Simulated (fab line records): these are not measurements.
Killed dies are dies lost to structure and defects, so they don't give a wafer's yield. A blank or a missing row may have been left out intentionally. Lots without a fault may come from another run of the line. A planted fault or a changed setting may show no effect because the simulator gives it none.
What tool caused it? + flow n5Finfet + Sampling: 7 lots, 21 wafers, 4 of 1938 route steps

== WHAT THE GAUGES SHOWED, per wafer ==
N5_BEOL_M3_THK_MEAS_01.
| lot  | measured     | on           | M3_ILD_THK (nm) |
|------|--------------|--------------|-----------------|
| L374 | day 7 16:03  | filmMetro-02 | 77.8 80.0 80.1  |
| L378 | day 8 00:13  | filmMetro-01 | 79.2 79.5 78.2  |
| L381 | day 8 22:11  | filmMetro-01 | 79.2 78.1 79.8  |
| L383 | day 9 18:18  | filmMetro-01 | 78.7 79.5 79.9  |
| L388 | day 10 16:15 | filmMetro-01 | 80.6 79.4 42.9  |
| L395 | day 12 08:40 | filmMetro-01 | 79.3 78.6 81.1  |
| L397 | day 12 19:32 | filmMetro-02 | 78.5 79.0 79.0  |

== EACH LOT AND THE TOOL THAT RAN IT (in order: tool; ch and the chambers of the sampled wafers; start) ==
| lot  | N5_BEOL_M2_SPUTTER_92       | N5_BEOL_M2_ANNEAL_93        | N5_BEOL_M3_ILD_DEP_00           |
|------|-----------------------------|-----------------------------|---------------------------------|
| L374 | pvdSputter-02, day 7 14:17  | pvdSputter-02, day 7 14:22  | pecvd-01 ch 1,2, day 7 15:59    |
| L378 | pvdSputter-01, day 7 22:36  | pvdSputter-01, day 7 22:41  | pecvd-04 ch 0,1,2, day 8 00:10  |
| L381 | pvdSputter-01, day 8 20:35  | pvdSputter-01, day 8 20:40  | pecvd-01 ch 0,1,2, day 8 22:08  |
| L383 | pvdSputter-02, day 9 16:40  | pvdSputter-02, day 9 16:45  | pecvd-04 ch 0,1, day 9 18:13    |
| L388 | pvdSputter-02, day 10 13:49 | pvdSputter-02, day 10 13:53 | pecvd-04 ch 0,1,2, day 10 16:11 |
| L395 | pvdSputter-01, day 12 07:02 | pvdSputter-01, day 12 07:07 | pecvd-03 ch 0,2, day 12 08:35   |
| L397 | pvdSputter-02, day 12 17:46 | pvdSputter-02, day 12 17:52 | pecvd-01 ch 0,1,2, day 12 19:29 |
- N5_BEOL_M2_SPUTTER_92: material Cu, target thk 4.5 nm, time 8.29 s.
- N5_BEOL_M2_ANNEAL_93: time 240 s.
- N5_BEOL_M3_ILD_DEP_00: deposits SiOC from DEMS/O2, target thk 79 nm, time 15.3 s.

== THE ANSWER, worked out from the rows above alone ==
Rule: the lots themselves supply what counts as usual. The widest of any qualifying gaps counts: lots, ordered by their means at a reading, are off when they make up no more than a third of the lots, leave a main group of 4 or more, and stand apart from it by 3 or more times the standard deviation of that group's means. The tables above print the reading to a certain number of digits; a main group whose means all agree to those digits is not used. A lot without any number at a reading at which 4 lots or more have one is off too. Any other lot the step has rows for is counted as sound.
Off: at N5_BEOL_M3_THK_MEAS_01 (M3_ILD_THK), L388. For the main group the mean is 79.2 nm and the standard deviation 0.28.
A tool fits if, at a process step before that reading, it ran every lot that is off, and no sound lot after the first of them. The gauges at N5_BEOL_M3_THK_MEAS_01 are tried like those tools. One fits: pecvd-04 at N5_BEOL_M3_ILD_DEP_00. Its last sound lot is L383 (day 9 18:13), its first lot that is off L388 (day 10 16:11): a fault that began between those two fits.

== WHAT WAS PUT IN BY THE SIMULATOR ==
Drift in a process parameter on pecvd-04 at N5_BEOL_M3_ILD_DEP_00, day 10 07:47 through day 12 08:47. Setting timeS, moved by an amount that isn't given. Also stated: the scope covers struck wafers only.
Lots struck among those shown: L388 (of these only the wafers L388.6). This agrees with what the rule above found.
